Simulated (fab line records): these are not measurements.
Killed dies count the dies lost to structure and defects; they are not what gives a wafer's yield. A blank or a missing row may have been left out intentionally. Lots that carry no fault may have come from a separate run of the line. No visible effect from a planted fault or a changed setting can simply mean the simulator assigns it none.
Chamber matching :: flow nand harc :: cmp-02 running NHARC_A_STAIRCASE_CMP_152: 4 sister chambers
The step polishes. 27 wafers are shown with their chamber, then 12 later ones without.

EACH WAFER AND ITS CHAMBER
wafer: L074.1
chamber: 3
motor current A (A): 11.1

wafer: L074.2
chamber: 0
motor current A (A): 13.1

wafer: L074.5
chamber: 0
motor current A (A): 12.8

wafer: L076.1
chamber: 2
motor current A (A): 12.3

wafer: L076.2
chamber: 3
motor current A (A): 11.5

wafer: L076.4
chamber: 0
motor current A (A): 12.5

wafer: L076.3
chamber: 1
motor current A (A): 12.9

wafer: L076.5
chamber: 2
motor current A (A): 12.4

wafer: L076.6
chamber: 3
motor current A (A): 11.6

wafer: L078.2
chamber: 3
motor current A (A): 10.6

wafer: L078.3
chamber: 1
motor current A (A): 12.5

wafer: L078.5
chamber: 3
motor current A (A): 11.5

wafer: L079.1
chamber: 2
motor current A (A): 12.5

wafer: L079.4
chamber: 0
motor current A (A): 12.5

wafer: L079.6
chamber: 2
motor current A (A): 13.2

wafer: L082.1
chamber: 2
motor current A (A): 12.2

wafer: L082.3
chamber: 1
motor current A (A): 12.7

wafer: L082.6
chamber: 0
motor current A (A): 13.1

wafer: L086.1
chamber: 0
motor current A (A): 12.4

wafer: L086.2
chamber: 1
motor current A (A): 12.5

wafer: L086.5
chamber: 1
motor current A (A): 12.4

wafer: L087.4
chamber: 0
motor current A (A): 12.3

wafer: L087.5
chamber: 0
motor current A (A): 12.9

wafer: L087.6
chamber: 3
motor current A (A): 11.6

wafer: L089.1
chamber: 0
motor current A (A): 13.0

wafer: L089.2
chamber: 1
motor current A (A): 12.6

wafer: L089.3
chamber: 3
motor current A (A): 11.3

SIGNATURES, as means of the wafers listed above
reading: motor current A
chamber 0: 12.733
chamber 1: 12.600
chamber 2: 12.520
chamber 3: 11.314
scatter within a chamber: 0.32
Rule: distance of a wafer from a chamber = root of the sum over the readings of ((wafer's reading minus chamber's mean) / reading's scatter) squared. If the next closest chamber is less than 2 further off than the closest, the wafer can't be placed; otherwise it belongs to the closest. The scatter: the root of (the sum of the squares of (reading less its chamber's mean) over the shown wafers, divided by (wafers less chambers)).

WAFERS MISSING THEIR CHAMBER
wafer: L091.2
motor current A (A): 12.2

wafer: L091.4
motor current A (A): 12.5

wafer: L091.5
motor current A (A): 12.3

wafer: L091.1
motor current A (A): 13.1

wafer: L091.3
motor current A (A): 13.1

wafer: L091.6
motor current A (A): 12.7

wafer: L093.1
motor current A (A): 13.3

wafer: L093.2
motor current A (A): 12.2

wafer: L093.5
motor current A (A): 12.7

wafer: L095.1
motor current A (A): 13.1

wafer: L095.2
motor current A (A): 10.9

wafer: L095.5
motor current A (A): 12.3

EACH ONE'S CHAMBER
wafer: L091.2
from the rows above: can't be placed: 2 or 1 or 0 or 3
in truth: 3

wafer: L091.4
from the rows above: can't be placed: 2 or 1 or 0
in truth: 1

wafer: L091.5
from the rows above: can't be placed: 2 or 1 or 0
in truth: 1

wafer: L091.1
from the rows above: can't be placed: 0 or 1 or 2
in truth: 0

wafer: L091.3
from the rows above: can't be placed: 0 or 1 or 2
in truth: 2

wafer: L091.6
from the rows above: can't be placed: 0 or 1 or 2
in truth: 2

wafer: L093.1
from the rows above: can't be placed: 0 or 1 or 2
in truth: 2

wafer: L093.2
from the rows above: can't be placed: 2 or 1 or 0 or 3
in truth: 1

wafer: L093.5
from the rows above: can't be placed: 0 or 1 or 2
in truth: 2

wafer: L095.1
from the rows above: can't be placed: 0 or 1 or 2
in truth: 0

wafer: L095.2
from the rows above: 3
in truth: 3

wafer: L095.5
from the rows above: can't be placed: 2 or 1 or 0
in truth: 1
Correctly placed: 1 of 12. These rows do not allow placing 11 (true chamber among the candidates in 11). Wrongly placed: 0.
